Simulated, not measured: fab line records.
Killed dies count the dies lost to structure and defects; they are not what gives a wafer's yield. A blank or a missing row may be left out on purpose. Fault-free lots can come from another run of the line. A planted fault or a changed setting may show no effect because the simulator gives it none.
fab line records + flow n5_finfet
record
- lots=5
- wafers=15
- last_day=20
route steps=1938 shown BEOL_M7@1326 BEOL_M8@1332
lots with no fault: from the same line, run without faults
start_h: hours from the record's opening day to when the first of the lot's shown wafers began + wait_h: hours elapsed since this lot's preceding step + " unchanged from the row above + L1.1+2: one row covering several wafers at once + - either no value or no given start + * or withheld: withheld + < > ~ a bound
route shown NAME@n: NAME is a module with steps in the file, n the number in the route of the first one + usual: average and standard deviation across the fault-free wafers + same: alike in all rows + chamber/n: place in a boat + sites: each site's reading + _std_site: the standard deviation of these + _edge_site: the outer-site mean with the inner-site mean subtracted + radius_mm: how far each site lies from the wafer's centre + mask NAME#n: copy n + behind: tool/chamber where the wafer was last shaped + hold: reason for holding the lot/hours on hold/outcome of the hold + device: the n, p or np transistor that did not switch + end of line: the route-end tests of the same wafers + a step with no rows: only its recipe + killed: dies that structure and defects cost at the first sort, which is not the same as the wafer's yield + map: a wafer's dies, marking killed ones x, the rest . and places with no die _
set.NAME: setting as actually run; set.NAME@STEP: the setting as run at that earlier step + model.NAME: the simulator's own value behind a step, which no gauge read
lots seen at some steps along the route; tables by step, rows by wafer
services: the hour from which a tool's chamber was out of use, counted from the record's first day as start_h (under 0 if before that day), plus the number of hours and why
## steps
# step N5_BEOL_M7_CMP_52
# recipe
- stop_on=SiCOH_lowk
- t_overpolish_s=6.9
- down_force_psi=1
- platen_rpm=50
- clearing_platen_down_force_psi=1.5
- clearing_platen_rpm=50
- post_cmp_clean=cu_alkaline
- target_thk_nm=80
- clearing_platen_pad_velocity_m_s=0.99484
- pad_velocity_m_s=0.99484
# usual
- barrier_field_endpoint_s=28.8/0.67
- head_pressure_psi=0.9999/0.0021
- motor_current_A=5.8/0.65
- overpolish_run_s=6.901/0.0095
- time_to_endpoint_s=61.3/3
| lot.wafer | tool   | chamber | start_h | wait_h | barrier_field_endpoint_s | head_pressure_psi | motor_current_A | overpolish_run_s | time_to_endpoint_s |
|-----------|--------|---------|---------|--------|--------------------------|-------------------|-----------------|------------------|--------------------|
| L079.4    | cmp-01 | 0       | 232.91  | 0.2    | 28.4                     | 1.0003            | 5.0             | 6.890            | 61.3               |
| L079.2    | "      | 1       | "       | "      | 28.9                     | 0.9966            | 6.4             | 6.898            | 66.0               |
| L079.6    | "      | 3       | "       | "      | 28.9                     | 1.0008            | 4.7             | 6.906            | 62.0               |
| L083.2    | cmp-02 | 3       | 334.52  | 0.2    | 27.8                     | 1.0020            | 5.2             | 6.902            | 58.4               |
| L083.1    | "      | 0       | "       | "      | 28.6                     | 1.0011            | 5.5             | 6.914            | 56.1               |
| L083.6    | "      | 3       | "       | "      | 28.4                     | 1.0002            | 5.3             | 6.890            | 59.2               |
| L087.2    | cmp-04 | 3       | 336.11  | 0.2    | 28.6                     | 1.0006            | 6.5             | 6.894            | 59.8               |
| L087.3    | "      | 0       | "       | "      | 28.0                     | 0.9987            | 6.7             | 6.906            | 57.4               |
| L087.5    | "      | 3       | "       | "      | 29.1                     | 1.0026            | 6.3             | 6.880            | 61.9               |
| L092.4    | cmp-01 | 2       | 364.47  | 0.2    | 29.2                     | 0.9988            | 5.9             | 6.895            | 63.6               |
| L092.3    | "      | 3       | "       | "      | 29.0                     | 0.9997            | 4.9             | 6.900            | 64.1               |
| L092.5    | "      | 0       | "       | "      | 30.0                     | 1.0015            | 4.8             | 6.903            | 67.2               |
| L096.4    | cmp-01 | 2       | 393.61  | 0.2    | 29.3                     | 1.0008            | 5.5             | 6.906            | 59.3               |
| L096.1    | "      | 3       | "       | "      | 29.1                     | 1.0012            | 5.0             | 6.908            | 61.7               |
| L096.5    | "      | 1       | "       | "      | 29.3                     | 1.0024            | 6.8             | 6.895            | 62.8               |
# step N5_BEOL_M7_THK_MEAS_53
# recipe
- thk_meas_gauge=xrf
- reads=Cu_of_BEOL_M7_ECD_50
# usual
- M7_THK=78.8/1.5
| lot.wafer | tool          | chamber | start_h | wait_h | M7_THK[nm] |
|-----------|---------------|---------|---------|--------|------------|
| L079.2    | film_metro-01 | -       | 233.17  | -      | 79.5       |
| L079.4    | "             | -       | "       | "      | 79.0       |
| L079.6    | "             | -       | "       | "      | 76.2       |
| L083.1    | film_metro-02 | -       | 334.78  | -      | 77.0       |
| L083.2    | "             | -       | "       | "      | 79.8       |
| L083.6    | "             | -       | "       | "      | 78.2       |
| L087.2    | film_metro-02 | -       | 336.37  | -      | 78.1       |
| L087.3    | "             | -       | "       | "      | 79.0       |
| L087.5    | "             | -       | "       | "      | 78.4       |
| L092.3    | film_metro-01 | -       | 364.69  | -      | 79.3       |
| L092.4    | "             | -       | "       | "      | 79.1       |
| L092.5    | "             | -       | "       | "      | 82.1       |
| L096.1    | film_metro-02 | -       | 393.83  | -      | 76.4       |
| L096.4    | "             | -       | "       | "      | 77.1       |
| L096.5    | "             | -       | "       | "      | 79.1       |
# step N5_BEOL_M7_PRE_CLEAN_55
# recipe
- gas=NH3
- time_s=15
- temp_c=withheld
- rf_power_w=300
# usual
- rf_fwd_power_W=295.0/1.6
| lot.wafer | tool     | chamber | start_h | wait_h | rf_fwd_power_W |
|-----------|----------|---------|---------|--------|----------------|
| L079.2    | pecvd-01 | 2       | 233.21  | 0.0    | 293.8          |
| L079.4    | "        | 2       | "       | "      | 293.7          |
| L079.6    | "        | 0       | "       | "      | 296.4          |
| L083.1    | pecvd-04 | 0       | 334.81  | 0.0    | 297.0          |
| L083.2    | "        | 1       | "       | "      | 293.7          |
| L083.6    | "        | 2       | "       | "      | 295.6          |
| L087.2    | pecvd-04 | 2       | 336.41  | 0.0    | 296.3          |
| L087.3    | "        | 0       | "       | "      | 296.1          |
| L087.5    | "        | 0       | "       | "      | 297.1          |
| L092.3    | pecvd-04 | 0       | 364.72  | 0.0    | 297.5          |
| L092.4    | "        | 1       | "       | "      | 292.3          |
| L092.5    | "        | 0       | "       | "      | 296.3          |
| L096.1    | pecvd-01 | 0       | 393.87  | 0.0    | 295.1          |
| L096.4    | "        | 1       | "       | "      | 295.9          |
| L096.5    | "        | 0       | "       | "      | 295.6          |
# step N5_BEOL_M7_DEP_56
# recipe
- material=SiCN
- target_thk_a=100
- temp_c=withheld
- precursor=3MS/NH3
- pressure_torr=3
- rf_w=202
- time_s=17.5
# usual
- rf_fwd_power_W=199.6/0.96
- showerhead_plenum_p_Torr=3.666/0.015
- showerhead_vpp_V=875/40
- throttle_valve_pct=9.1/0.62
| lot.wafer | tool     | chamber | start_h | wait_h | rf_fwd_power_W | showerhead_plenum_p_Torr | showerhead_vpp_V | throttle_valve_pct |
|-----------|----------|---------|---------|--------|----------------|--------------------------|------------------|--------------------|
| L079.2    | pecvd-01 | 2       | 233.23  | 0.0    | 199.4          | 3.677                    | 882              | 8.5                |
| L079.4    | "        | 2       | "       | "      | 199.8          | 3.677                    | 884              | 8.6                |
| L079.6    | "        | 0       | "       | "      | 199.2          | 3.689                    | 895              | 8.7                |
| L083.1    | pecvd-04 | 0       | 334.84  | 0.0    | 201.0          | 3.664                    | 842              | 10.0               |
| L083.2    | "        | 1       | "       | "      | 198.9          | 3.655                    | 796              | 8.8                |
| L083.6    | "        | 2       | "       | "      | 201.1          | 3.655                    | 933              | 8.7                |
| L087.2    | pecvd-04 | 2       | 336.43  | 0.0    | 200.1          | 3.658                    | 921              | 8.9                |
| L087.3    | "        | 0       | "       | "      | 200.2          | 3.672                    | 854              | 10.0               |
| L087.5    | "        | 0       | "       | "      | 200.5          | 3.677                    | 839              | 10.0               |
| L092.3    | pecvd-04 | 0       | 364.75  | 0.0    | 199.7          | 3.668                    | 850              | 9.9                |
| L092.4    | "        | 1       | "       | "      | 199.1          | 3.675                    | 792              | 8.7                |
| L092.5    | "        | 0       | "       | "      | 199.5          | 3.671                    | 837              | 10.1               |
| L096.1    | pecvd-01 | 0       | 393.89  | 0.0    | 200.7          | 3.679                    | 907              | 8.7                |
| L096.4    | "        | 1       | "       | "      | 200.4          | 3.676                    | 891              | 10.1               |
| L096.5    | "        | 0       | "       | "      | 199.9          | 3.680                    | 902              | 8.9                |
# step N5_BEOL_M7_RS_MEAS_57
# recipe
- thk_meas_gauge=four-point-probe
- reads=Cu_of_BEOL_M7_ECD_50+Co_of_BEOL_M7_CVD_78+TaN_of_BEOL_M7_ALD_77
# usual
- M7_RS=0.287/0.0061
| lot.wafer | tool          | chamber | start_h | wait_h | M7_RS[ohm/sq] |
|-----------|---------------|---------|---------|--------|---------------|
| L079.2    | film_metro-01 | -       | 233.30  | 0.1    | 0.283         |
| L079.4    | "             | -       | "       | "      | 0.284         |
| L079.6    | "             | -       | "       | "      | 0.298         |
| L083.1    | film_metro-02 | -       | 334.91  | 0.1    | 0.293         |
| L083.2    | "             | -       | "       | "      | 0.281         |
| L083.6    | "             | -       | "       | "      | 0.288         |
| L087.2    | film_metro-02 | -       | 336.50  | 0.1    | 0.293         |
| L087.3    | "             | -       | "       | "      | 0.288         |
| L087.5    | "             | -       | "       | "      | 0.291         |
| L092.3    | film_metro-02 | -       | 364.82  | 0.1    | 0.288         |
| L092.4    | "             | -       | "       | "      | 0.288         |
| L092.5    | "             | -       | "       | "      | 0.277         |
| L096.1    | film_metro-02 | -       | 393.96  | 0.1    | 0.297         |
| L096.4    | "             | -       | "       | "      | 0.293         |
| L096.5    | "             | -       | "       | "      | 0.284         |
# step N5_BEOL_M7_INSPECT_58
# recipe
- inspect_instrument=darkfield
- mode=post_dep
# usual
- raw_defect_count=75/25
| lot.wafer | tool              | chamber | start_h | wait_h | raw_defect_count |
|-----------|-------------------|---------|---------|--------|------------------|
| L079.2    | defect_inspect-02 | -       | 233.33  | 0.0    | 94               |
| L079.4    | "                 | -       | "       | "      | 133              |
| L079.6    | "                 | -       | "       | "      | 158              |
| L083.1    | defect_inspect-01 | -       | 334.93  | 0.0    | 46               |
| L083.2    | "                 | -       | "       | "      | 40               |
| L083.6    | "                 | -       | "       | "      | 66               |
| L087.2    | defect_inspect-01 | -       | 336.53  | 0.0    | 80               |
| L087.3    | "                 | -       | "       | "      | 37               |
| L087.5    | "                 | -       | "       | "      | 78               |
| L092.3    | defect_inspect-01 | -       | 364.84  | 0.0    | 49               |
| L092.4    | "                 | -       | "       | "      | 65               |
| L092.5    | "                 | -       | "       | "      | 32               |
| L096.1    | defect_inspect-02 | -       | 393.99  | 0.0    | 122              |
| L096.4    | "                 | -       | "       | "      | 76               |
| L096.5    | "                 | -       | "       | "      | 123              |
# step N5_BEOL_M8_ILD_DEP_00
# recipe
- material=SiCOH_lowk
- target_thk_a=1797.5
- temp_c=300
- precursor=DEMS/porogen
- pressure_torr=5
- rf_w=500
- time_s=33.4
# usual
- heater_power_outer_w=144/35
- heater_power_w=305/47
- rf_fwd_power_W=495.0/2.4
- showerhead_plenum_p_Torr=5.737/0.02
- showerhead_vpp_V=1418/65
- throttle_valve_pct=14.0/0.73
| lot.wafer | tool     | chamber | start_h | wait_h | heater_power_outer_w | heater_power_w | rf_fwd_power_W | showerhead_plenum_p_Torr | showerhead_vpp_V | throttle_valve_pct |
|-----------|----------|---------|---------|--------|----------------------|----------------|----------------|--------------------------|------------------|--------------------|
| L079.2    | pecvd-03 | 2       | 233.36  | 0.0    | 91                   | 246            | 493.3          | 5.722                    | 1339             | 13.4               |
| L079.4    | "        | 1       | "       | "      | 114                  | 274            | 492.7          | 5.708                    | 1376             | 14.0               |
| L079.6    | "        | 2       | "       | "      | 95                   | 246            | 496.0          | 5.725                    | 1338             | 13.7               |
| L083.1    | pecvd-03 | 0       | 334.97  | 0.0    | 109                  | 254            | 492.8          | 5.712                    | 1362             | 13.8               |
| L083.2    | "        | 2       | "       | "      | 92                   | 243            | 496.3          | 5.707                    | 1340             | 13.6               |
| L083.6    | "        | 2       | "       | "      | 96                   | 250            | 496.7          | 5.727                    | 1357             | 13.7               |
| L087.2    | pecvd-03 | 1       | 336.56  | 0.0    | 143                  | 316            | 495.8          | 5.723                    | 1377             | 13.7               |
| L087.3    | "        | 0       | "       | "      | 110                  | 263            | 492.8          | 5.718                    | 1351             | 13.8               |
| L087.5    | "        | 0       | "       | "      | 116                  | 260            | 489.8          | 5.716                    | 1386             | 14.1               |
| L092.3    | pecvd-02 | 0       | 364.88  | 0.0    | 144                  | 323            | 491.4          | 5.726                    | 1559             | 14.5               |
| L092.4    | "        | 2       | "       | "      | 189                  | 366            | 495.8          | 5.759                    | 1471             | 13.5               |
| L092.5    | "        | 1       | "       | "      | 142                  | 263            | 496.8          | 5.746                    | 1400             | 15.0               |
| L096.1    | pecvd-01 | 0       | 394.02  | 0.0    | 162                  | 325            | 497.4          | 5.740                    | 1448             | 13.3               |
| L096.4    | "        | 2       | "       | "      | 101                  | 260            | 493.7          | 5.746                    | 1372             | 13.0               |
| L096.5    | "        | 1       | "       | "      | 198                  | 378            | 493.5          | 5.757                    | 1414             | 15.2               |
## services
| tool     | chamber | start_h | hours | kind                           |
|----------|---------|---------|-------|--------------------------------|
| pecvd-03 | 2       | 214.61  | 14.7  | repair                         |
| cmp-01   | -       | 244.45  | 9.3   | pm                             |
| cmp-02   | -       | 255.89  | 0.6   | repair                         |
| pecvd-03 | 0       | 261.37  | 5.5   | scheduled_down                 |
| cmp-01   | -       | 262.96  | 1.1   | repair                         |
| pecvd-04 | 1       | 266.50  | 2.1   | scheduled_down                 |
| cmp-04   | -       | 267.99  | 4.0   | pm                             |
| cmp-04   | -       | 271.99  | -     | consumable_replace:conditioner |
| cmp-04   | -       | 271.99  | -     | consumable_replace:pad         |
| cmp-02   | -       | 275.61  | 1.5   | repair                         |
| pecvd-01 | 2       | 291.81  | 5.0   | repair                         |
| pecvd-04 | 2       | 293.08  | 5.5   | scheduled_down                 |
| cmp-02   | -       | 295.52  | 9.9   | pm                             |
| pecvd-01 | -       | 303.96  | 1.5   | repair                         |
| cmp-02   | -       | 307.53  | 3.0   | pm                             |
| pecvd-02 | -       | 309.13  | 1.0   | repair                         |
| pecvd-04 | 1       | 317.96  | 5.0   | scheduled_down                 |
| cmp-01   | -       | 323.34  | 3.7   | repair                         |
| cmp-01   | -       | 331.12  | 4.0   | pm                             |
| cmp-01   | -       | 335.12  | -     | consumable_replace:conditioner |
| cmp-01   | -       | 335.12  | -     | consumable_replace:pad         |
| pecvd-04 | 2       | 338.37  | 2.1   | scheduled_down                 |
| pecvd-03 | -       | 370.63  | 2.8   | pm                             |
| cmp-02   | -       | 383.83  | 4.0   | pm                             |
## key
fault none
